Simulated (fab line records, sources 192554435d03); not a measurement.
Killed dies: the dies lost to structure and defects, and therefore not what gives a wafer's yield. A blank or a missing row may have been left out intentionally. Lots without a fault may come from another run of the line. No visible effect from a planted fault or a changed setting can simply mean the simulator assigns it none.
Chamber matching / flow n5-finfet / N5_FIN_SAQP_ETCH_67 on rie-diel-04: 4 sister chambers
The step etches SiNx in CH3F/O2, target depth 30 nm. 20 wafers are shown with their chamber, then 10 later ones without.

== WAFERS PAIRED WITH THEIR CHAMBERS ==
wafer=L074.2; chamber=2; drypump-motor-current-A (A)=5.7; rf-vpp-V (V)=308; showerhead-plenum-p-Torr (Torr)=1.96
wafer=L074.3; chamber=0; drypump-motor-current-A (A)=6.7; rf-vpp-V (V)=311; showerhead-plenum-p-Torr (Torr)=2.09
wafer=L074.5; chamber=3; drypump-motor-current-A (A)=6.2; rf-vpp-V (V)=305; showerhead-plenum-p-Torr (Torr)=1.96
wafer=L077.1; chamber=3; drypump-motor-current-A (A)=6.2; rf-vpp-V (V)=304; showerhead-plenum-p-Torr (Torr)=1.96
wafer=L077.3; chamber=1; drypump-motor-current-A (A)=5.9; rf-vpp-V (V)=292; showerhead-plenum-p-Torr (Torr)=2.08
wafer=L077.6; chamber=0; drypump-motor-current-A (A)=6.7; rf-vpp-V (V)=312; showerhead-plenum-p-Torr (Torr)=2.09
wafer=L078.1; chamber=0; drypump-motor-current-A (A)=6.7; rf-vpp-V (V)=312; showerhead-plenum-p-Torr (Torr)=2.09
wafer=L078.3; chamber=1; drypump-motor-current-A (A)=5.9; rf-vpp-V (V)=292; showerhead-plenum-p-Torr (Torr)=2.08
wafer=L078.6; chamber=1; drypump-motor-current-A (A)=5.9; rf-vpp-V (V)=292; showerhead-plenum-p-Torr (Torr)=2.08
wafer=L083.2; chamber=0; drypump-motor-current-A (A)=6.6; rf-vpp-V (V)=312; showerhead-plenum-p-Torr (Torr)=2.08
wafer=L083.4; chamber=2; drypump-motor-current-A (A)=5.7; rf-vpp-V (V)=307; showerhead-plenum-p-Torr (Torr)=1.95
wafer=L083.5; chamber=3; drypump-motor-current-A (A)=6.2; rf-vpp-V (V)=304; showerhead-plenum-p-Torr (Torr)=1.96
wafer=L086.1; chamber=2; drypump-motor-current-A (A)=5.7; rf-vpp-V (V)=308; showerhead-plenum-p-Torr (Torr)=1.95
wafer=L086.3; chamber=3; drypump-motor-current-A (A)=6.2; rf-vpp-V (V)=303; showerhead-plenum-p-Torr (Torr)=1.95
wafer=L086.4; chamber=0; drypump-motor-current-A (A)=6.7; rf-vpp-V (V)=311; showerhead-plenum-p-Torr (Torr)=2.08
wafer=L087.1; chamber=2; drypump-motor-current-A (A)=5.7; rf-vpp-V (V)=308; showerhead-plenum-p-Torr (Torr)=1.95
wafer=L087.3; chamber=1; drypump-motor-current-A (A)=5.9; rf-vpp-V (V)=292; showerhead-plenum-p-Torr (Torr)=2.07
wafer=L087.6; chamber=1; drypump-motor-current-A (A)=5.9; rf-vpp-V (V)=291; showerhead-plenum-p-Torr (Torr)=2.07
wafer=L090.1; chamber=3; drypump-motor-current-A (A)=6.2; rf-vpp-V (V)=305; showerhead-plenum-p-Torr (Torr)=1.95
wafer=L090.2; chamber=1; drypump-motor-current-A (A)=5.8; rf-vpp-V (V)=292; showerhead-plenum-p-Torr (Torr)=2.07

SIGNATURES, as means of the wafers listed above
reading=drypump-motor-current-A; chamber 0=6.680; chamber 1=5.883; chamber 2=5.700; chamber 3=6.200; scatter within a chamber=0.032
reading=rf-vpp-V; chamber 0=311.60; chamber 1=291.83; chamber 2=307.75; chamber 3=304.20; scatter within a chamber=0.591
reading=showerhead-plenum-p-Torr; chamber 0=2.0860; chamber 1=2.0750; chamber 2=1.9525; chamber 3=1.9560; scatter within a chamber=0.00539
Rule: a wafer lies at a distance from a chamber equal to the root of the sum of squares, over the readings, of (its reading less the chamber's mean, divided by the reading's scatter). The wafer belongs to the nearest chamber; if the next one is less than 2 further off, it can't be placed. How the scatter is found: for the shown wafers, subtract from each reading the mean of its chamber, square and add these, divide the total by (wafers less chambers), then take the root.

== WAFERS WITHOUT THEIR CHAMBER ==
wafer=L090.5; drypump-motor-current-A (A)=5.6; rf-vpp-V (V)=307; showerhead-plenum-p-Torr (Torr)=1.95
wafer=L094.1; drypump-motor-current-A (A)=6.7; rf-vpp-V (V)=311; showerhead-plenum-p-Torr (Torr)=2.08
wafer=L094.4; drypump-motor-current-A (A)=5.9; rf-vpp-V (V)=290; showerhead-plenum-p-Torr (Torr)=2.07
wafer=L094.6; drypump-motor-current-A (A)=5.7; rf-vpp-V (V)=305; showerhead-plenum-p-Torr (Torr)=1.94
wafer=L095.1; drypump-motor-current-A (A)=6.2; rf-vpp-V (V)=305; showerhead-plenum-p-Torr (Torr)=1.95
wafer=L095.3; drypump-motor-current-A (A)=5.7; rf-vpp-V (V)=307; showerhead-plenum-p-Torr (Torr)=1.94
wafer=L095.4; drypump-motor-current-A (A)=6.7; rf-vpp-V (V)=310; showerhead-plenum-p-Torr (Torr)=2.07
wafer=L097.2; drypump-motor-current-A (A)=6.2; rf-vpp-V (V)=304; showerhead-plenum-p-Torr (Torr)=1.95
wafer=L097.5; drypump-motor-current-A (A)=6.2; rf-vpp-V (V)=304; showerhead-plenum-p-Torr (Torr)=1.95
wafer=L097.6; drypump-motor-current-A (A)=6.7; rf-vpp-V (V)=312; showerhead-plenum-p-Torr (Torr)=2.07

== WHICH CHAMBER EACH ONE RAN IN ==
wafer=L090.5; from the rows above=2; in truth=2
wafer=L094.1; from the rows above=0; in truth=0
wafer=L094.4; from the rows above=1; in truth=1
wafer=L094.6; from the rows above=2; in truth=2
wafer=L095.1; from the rows above=3; in truth=3
wafer=L095.3; from the rows above=2; in truth=2
wafer=L095.4; from the rows above=0; in truth=0
wafer=L097.2; from the rows above=3; in truth=3
wafer=L097.5; from the rows above=3; in truth=3
wafer=L097.6; from the rows above=0; in truth=0
Correct placement for 10 of the 10. Number that these rows cannot place: 0. Wrongly placed: 0.
